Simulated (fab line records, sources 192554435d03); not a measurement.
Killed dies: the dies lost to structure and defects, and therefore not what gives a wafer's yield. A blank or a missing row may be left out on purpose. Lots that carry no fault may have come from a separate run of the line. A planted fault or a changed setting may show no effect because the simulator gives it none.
Which tool was responsible? :: flow n5 finfet :: 9 lots, 27 wafers sampled, at 5 steps of a route of 1938

## WHAT THE GAUGES SHOWED, per wafer
N5_BEOL_M4_RC_MEAS_101. Usual: DIBL_N 36.6 mV/V, standard deviation 1.9; DIBL_P 36.7 mV/V, standard deviation 2.2; IOFF_N 0.16 nA/um, standard deviation 0.035; IOFF_P 0.22 nA/um, standard deviation 0.038; ION_N 672 uA/um, standard deviation 14; ION_P 462 uA/um, standard deviation 8.3; SS_N 71.6 mV/dec, standard deviation 0.65; SS_P 73.5 mV/dec, standard deviation 0.72; VT_N 250 mV, standard deviation 3.5; VT_P -250 mV, standard deviation 3.1.
lot: L252
measured: day 9 21:14
on: prober-02
DIBL_N (mV/V): 35.1 36.8 35.6
DIBL_P (mV/V): 35.1 37.9 36.8
IOFF_N (nA/um): 0.14 0.16 0.15
IOFF_P (nA/um): 0.18 0.22 0.21
ION_N (uA/um): 679 668 680
ION_P (uA/um): 466 460 469
SS_N (mV/dec): 71.7 71.1 70.9
SS_P (mV/dec): 72.6 74.0 72.8
VT_N (mV): 252 253 250
VT_P (mV): -252 -251 -249
flag: 

lot: L253
measured: day 9 15:41
on: prober-02
DIBL_N (mV/V): 36.5 34.4 33.4
DIBL_P (mV/V): 36.7 34.7 32.6
IOFF_N (nA/um): 0.15 0.12 0.11
IOFF_P (nA/um): 0.19 0.16 0.14
ION_N (uA/um): 653 667 650
ION_P (uA/um): 448 453 442
SS_N (mV/dec): 71.6 71.0 70.7
SS_P (mV/dec): 73.3 72.7 71.6
VT_N (mV): 254 254 257
VT_P (mV): -258 -257 -257
flag: 

lot: L263
measured: day 12 15:44
on: prober-02
DIBL_N (mV/V): 34.9 36.9 36.8
DIBL_P (mV/V): 35.8 37.6 38.6
IOFF_N (nA/um): 0.13 0.18 0.17
IOFF_P (nA/um): 0.18 0.22 0.24
ION_N (uA/um): 671 673 672
ION_P (uA/um): 456 454 463
SS_N (mV/dec): 72.0 72.6 71.8
SS_P (mV/dec): 73.1 73.7 73.5
VT_N (mV): 253 250 249
VT_P (mV): -253 -250 -248
flag: 

lot: L265
measured: day 13 03:19
on: prober-01
DIBL_N (mV/V): 38.8 35.6 38.5
DIBL_P (mV/V): 40.6 36.4 40.4
IOFF_N (nA/um): 0.21 0.15 0.21
IOFF_P (nA/um): 0.29 0.21 0.30
ION_N (uA/um): 670 656 670
ION_P (uA/um): 462 456 467
SS_N (mV/dec): 72.3 71.5 72.9
SS_P (mV/dec): 74.8 72.8 74.9
VT_N (mV): 247 253 245
VT_P (mV): -244 -249 -247
flag: 

lot: L266
measured: day 13 05:08
on: prober-02
DIBL_N (mV/V): 36.2 36.8 35.7
DIBL_P (mV/V): 37.9 38.9 37.4
IOFF_N (nA/um): 0.19 0.19 0.18
IOFF_P (nA/um): 0.24 0.25 0.23
ION_N (uA/um): 674 671 679
ION_P (uA/um): 467 464 465
SS_N (mV/dec): 71.5 71.4 72.3
SS_P (mV/dec): 74.5 73.9 73.9
VT_N (mV): 246 248 247
VT_P (mV): -247 -248 -247
flag: 

lot: L268
measured: day 13 09:16
on: prober-02
DIBL_N (mV/V): 40.8 35.1 36.6
DIBL_P (mV/V): 42.0 35.6 36.8
IOFF_N (nA/um): 0.26 0.14 0.16
IOFF_P (nA/um): 0.32 0.21 0.21
ION_N (uA/um): 692 663 676
ION_P (uA/um): 467 457 462
SS_N (mV/dec): 72.9 71.1 71.7
SS_P (mV/dec): 74.4 73.1 73.4
VT_N (mV): 245 251 250
VT_P (mV): -245 -249 -251
flag: 

lot: L270
measured: day 14 14:19
on: prober-02
DIBL_N (mV/V): 38.1 35.2 35.7
DIBL_P (mV/V): 37.1 34.2 34.4
IOFF_N (nA/um): 0.19 0.14 0.14
IOFF_P (nA/um): 0.25 0.19 0.21
ION_N (uA/um): 669 680 678
ION_P (uA/um): 458 466 474
SS_N (mV/dec): 71.4 71.2 71.6
SS_P (mV/dec): 73.8 72.6 73.6
VT_N (mV): 249 251 249
VT_P (mV): -248 -250 -248
flag: 

## WHICH TOOL RAN EACH LOT (tool, then ch and the chambers of the sampled wafers, then the start)
lot: L252
N5_DUMMY_GATE_STRIP_41: rie diel-03 ch 0,2,3, day 3 19:08
N5_DUMMY_GATE_STRIP_48: rie diel-06 ch 2,3, day 3 19:38
N5_SD_EPI_N_EPI_21: epi rpcvd-04 ch 0, day 3 22:56
N5_SD_EPI_N_LINER_46: ald sin-02 ch 1,2,3, day 4 00:41

lot: L253
N5_DUMMY_GATE_STRIP_41: rie diel-03 ch 0,2,3, day 4 01:28
N5_DUMMY_GATE_STRIP_48: rie diel-03 ch 1,2,3, day 4 01:58
N5_SD_EPI_N_EPI_21: epi rpcvd-02 ch 0, day 4 04:55
N5_SD_EPI_N_LINER_46: ald sin-02 ch 0,2,3, day 4 07:05

lot: L260
N5_DUMMY_GATE_STRIP_41: rie diel-06 ch 0,1, day 5 19:18
N5_DUMMY_GATE_STRIP_48: rie diel-03 ch 1,2,3, day 5 19:49
N5_SD_EPI_N_EPI_21: epi rpcvd-04, day 6 00:13
N5_SD_EPI_N_LINER_46: ald sin-01 ch 1,2,3, day 6 01:56

lot: L261
N5_DUMMY_GATE_STRIP_41: rie diel-03 ch 1,2,3, day 6 05:38
N5_DUMMY_GATE_STRIP_48: rie diel-06 ch 0,2, day 6 06:19
N5_SD_EPI_N_EPI_21: epi rpcvd-01, day 6 09:55
N5_SD_EPI_N_LINER_46: ald sin-01 ch 1,2, day 6 12:52

lot: L263
N5_DUMMY_GATE_STRIP_41: rie diel-03 ch 0,2,3, day 6 13:25
N5_DUMMY_GATE_STRIP_48: rie diel-01 ch 0,1,3, day 6 14:07
N5_SD_EPI_N_EPI_21: epi rpcvd-01 ch 0, day 6 18:07
N5_SD_EPI_N_LINER_46: ald sin-01 ch 0,1,2, day 6 20:25

lot: L265
N5_DUMMY_GATE_STRIP_41: rie diel-03 ch 1,2, day 6 22:08
N5_DUMMY_GATE_STRIP_48: rie diel-03 ch 1,2,3, day 6 22:37
N5_SD_EPI_N_EPI_21: epi rpcvd-04 ch 0, day 7 02:23
N5_SD_EPI_N_LINER_46: ald sin-03 ch 1,3, day 7 04:52

lot: L266
N5_DUMMY_GATE_STRIP_41: rie diel-03 ch 0,2,3, day 7 07:41
N5_DUMMY_GATE_STRIP_48: rie diel-03 ch 0,2,3, day 7 08:11
N5_SD_EPI_N_EPI_21: epi rpcvd-01 ch 0, day 7 11:21
N5_SD_EPI_N_LINER_46: ald sin-02 ch 0,1,2, day 7 14:04

lot: L268
N5_DUMMY_GATE_STRIP_41: rie diel-01 ch 0,2,3, day 7 16:06
N5_DUMMY_GATE_STRIP_48: rie diel-01 ch 0,1, day 7 16:40
N5_SD_EPI_N_EPI_21: epi rpcvd-01 ch 0, day 7 20:39
N5_SD_EPI_N_LINER_46: ald sin-03 ch 0,1,2, day 7 22:10

lot: L270
N5_DUMMY_GATE_STRIP_41: rie diel-06 ch 0,1,2, day 8 06:34
N5_DUMMY_GATE_STRIP_48: rie diel-06 ch 0,2,3, day 8 07:21
N5_SD_EPI_N_EPI_21: epi rpcvd-02 ch 0, day 8 10:46
N5_SD_EPI_N_LINER_46: ald sin-03 ch 0,2,3, day 8 12:52
- N5_DUMMY_GATE_STRIP_41: strips in O2.
- N5_DUMMY_GATE_STRIP_48: strips in N2/H2, time 20 s.
- N5_SD_EPI_N_EPI_21: deposits Si:P, time 690 s.
- N5_SD_EPI_N_LINER_46: material SiNx, target thk 3 nm.

## AS READ BY THE TOOLS THEMSELVES (means over the sampled wafers that have a number; for cases with no such wafer, the mark the record gives instead)
N5_DUMMY_GATE_STRIP_41. Usual: drypump motor current A 5.5 A, standard deviation 0.56; oes product au 0.81 a.u., standard deviation 0.082; rf vpp V 3.7 V, standard deviation 0.5; showerhead plenum p Torr 2.11 Torr, standard deviation 0.062; temp c 39.99 C, standard deviation 0.12; throttle valve pct 16.68 %, standard deviation 0.26.
lot: L252
tool: rie diel-03
drypump motor current A (A): 5.1
oes product au (a.u.): 0.78
rf vpp V (V): 3.8
showerhead plenum p Torr (Torr): 2.11
temp c (C): 39.99
throttle valve pct (%): 16.74
flag: 

lot: L253
tool: rie diel-03
drypump motor current A (A): 5.1
oes product au (a.u.): 0.77
rf vpp V (V): 3.9
showerhead plenum p Torr (Torr): 2.11
temp c (C): 39.87
throttle valve pct (%): 16.75
flag: 

lot: L260
tool: rie diel-06
drypump motor current A (A): 6.2
oes product au (a.u.): 0.86
rf vpp V (V): 3.8
showerhead plenum p Torr (Torr): 2.14
temp c (C): 40.01
throttle valve pct (%): 16.40
flag: 

lot: L261
tool: rie diel-03
drypump motor current A (A): 4.9
oes product au (a.u.): 0.82
rf vpp V (V): 3.7
showerhead plenum p Torr (Torr): 2.07
temp c (C): 39.97
throttle valve pct (%): 16.74
flag: 

lot: L263
tool: rie diel-03
drypump motor current A (A): 5.1
oes product au (a.u.): 0.86
rf vpp V (V): 3.7
showerhead plenum p Torr (Torr): 2.10
temp c (C): 39.85
throttle valve pct (%): 16.61
flag: 

lot: L265
tool: rie diel-03
drypump motor current A (A): 5.1
oes product au (a.u.): 0.82
rf vpp V (V): 3.6
showerhead plenum p Torr (Torr): 2.10
temp c (C): 40.02
throttle valve pct (%): 16.75
flag: 

lot: L266
tool: rie diel-03
drypump motor current A (A): 5.1
oes product au (a.u.): 0.85
rf vpp V (V): 3.2
showerhead plenum p Torr (Torr): 2.10
temp c (C): 39.99
throttle valve pct (%): 16.62
flag: 

lot: L268
tool: rie diel-01
drypump motor current A (A): 6.1
oes product au (a.u.): 0.79
rf vpp V (V): 3.7
showerhead plenum p Torr (Torr): 2.13
temp c (C): 40.03
throttle valve pct (%): 16.69
flag: 

lot: L270
tool: rie diel-06
drypump motor current A (A): 5.9
oes product au (a.u.): 0.87
rf vpp V (V): 3.5
showerhead plenum p Torr (Torr): 2.15
temp c (C): 40.04
throttle valve pct (%): 16.43
flag: 

N5_DUMMY_GATE_STRIP_48. Usual: drypump motor current A 5.6 A, standard deviation 0.55; oes product au 0.81 a.u., standard deviation 0.085; rf vpp V 45.3 V, standard deviation 0.8; showerhead plenum p Torr 3.40 Torr, standard deviation 0.095; temp c 40.01 C, standard deviation 0.11; throttle valve pct 12.16 %, standard deviation 0.28.
lot: L252
tool: rie diel-06
drypump motor current A (A): 6.0
oes product au (a.u.): 0.79
rf vpp V (V): 45.6
showerhead plenum p Torr (Torr): 3.48
temp c (C): 40.06
throttle valve pct (%): 12.12
flag: 

lot: L253
tool: rie diel-03
drypump motor current A (A): 4.9
oes product au (a.u.): 0.83
rf vpp V (V): 45.2
showerhead plenum p Torr (Torr): 3.33
temp c (C): 40.03
throttle valve pct (%): 12.19
flag: 

lot: L260
tool: rie diel-03
drypump motor current A (A): 4.9
oes product au (a.u.): 0.82
rf vpp V (V): 45.4
showerhead plenum p Torr (Torr): 3.33
temp c (C): 39.97
throttle valve pct (%): 12.22
flag: 

lot: L261
tool: rie diel-06
drypump motor current A (A): 6.2
oes product au (a.u.): 0.83
rf vpp V (V): 45.4
showerhead plenum p Torr (Torr): 3.50
temp c (C): 40.01
throttle valve pct (%): 12.02
flag: 

lot: L263
tool: rie diel-01
drypump motor current A (A): 6.1
oes product au (a.u.): 0.78
rf vpp V (V): 46.2
showerhead plenum p Torr (Torr): 3.31
temp c (C): 40.00
throttle valve pct (%): 12.15
flag: 

lot: L265
tool: rie diel-03
drypump motor current A (A): 4.9
oes product au (a.u.): 0.81
rf vpp V (V): 45.1
showerhead plenum p Torr (Torr): 3.32
temp c (C): 39.99
throttle valve pct (%): 12.25
flag: 

lot: L266
tool: rie diel-03
drypump motor current A (A): 5.1
oes product au (a.u.): 0.85
rf vpp V (V): 45.4
showerhead plenum p Torr (Torr): 3.39
temp c (C): 39.98
throttle valve pct (%): 12.13
flag: 

lot: L268
tool: rie diel-01
drypump motor current A (A): 6.0
oes product au (a.u.): 0.71
rf vpp V (V): 45.3
showerhead plenum p Torr (Torr): 3.33
temp c (C): 39.95
throttle valve pct (%): 12.39
flag: 

lot: L270
tool: rie diel-06
drypump motor current A (A): 6.2
oes product au (a.u.): 0.80
rf vpp V (V): 44.8
showerhead plenum p Torr (Torr): 3.44
temp c (C): 39.93
throttle valve pct (%): 12.00
flag: 

N5_SD_EPI_N_EPI_21. Usual: chamber pressure Torr at 255.0 Torr, with a standard deviation of 0.62.
lot: L252
tool: epi rpcvd-04
chamber pressure Torr (Torr): 254.1
flag: 

lot: L253
tool: epi rpcvd-02
chamber pressure Torr (Torr): 255.0
flag: 

lot: L260
tool: epi rpcvd-04
chamber pressure Torr (Torr): -
flag: OFF

lot: L261
tool: epi rpcvd-01
chamber pressure Torr (Torr): -
flag: OFF

lot: L263
tool: epi rpcvd-01
chamber pressure Torr (Torr): 253.9
flag: 

lot: L265
tool: epi rpcvd-04
chamber pressure Torr (Torr): 254.9
flag: 

lot: L266
tool: epi rpcvd-01
chamber pressure Torr (Torr): 254.9
flag: 

lot: L268
tool: epi rpcvd-01
chamber pressure Torr (Torr): 254.5
flag: 

lot: L270
tool: epi rpcvd-02
chamber pressure Torr (Torr): 256.1
flag: 

N5_SD_EPI_N_LINER_46. Usual: heater power w at 866 W, with a standard deviation of 70.
lot: L252
tool: ald sin-02
heater power w (W): 899
flag: 

lot: L253
tool: ald sin-02
heater power w (W): 887
flag: 

lot: L260
tool: ald sin-01
heater power w (W): 923
flag: 

lot: L261
tool: ald sin-01
heater power w (W): 825
flag: 

lot: L263
tool: ald sin-01
heater power w (W): 863
flag: 

lot: L265
tool: ald sin-03
heater power w (W): 865
flag: 

lot: L266
tool: ald sin-02
heater power w (W): 896
flag: 

lot: L268
tool: ald sin-03
heater power w (W): 823
flag: 

lot: L270
tool: ald sin-03
heater power w (W): 816
flag: 

## THE ANSWER, worked out from the rows above alone
Rule: a lot counts as off when the mean over its wafers that have a number is more than 3 standard deviations away from the usual mean. A lot without any number at a reading at which 4 lots or more have one is off too. All remaining lots with rows at the step are treated as sound. First the gauges in route order, then the tools' own readings, where a lot's mean is used as printed above. At the first step where some lot is off, the reading lying furthest off is the one used; lots without a number count as furthest.
Off, at N5_SD_EPI_N_EPI_21 on chamber pressure Torr: L260, L261. Without a number there: L260, L261.
If a tool, at that step or one of the process steps before it, ran each lot that is off and ran no sound lot following the first of them, it fits. Of those tried, none fits.

## WHAT WAS PUT IN BY THE SIMULATOR
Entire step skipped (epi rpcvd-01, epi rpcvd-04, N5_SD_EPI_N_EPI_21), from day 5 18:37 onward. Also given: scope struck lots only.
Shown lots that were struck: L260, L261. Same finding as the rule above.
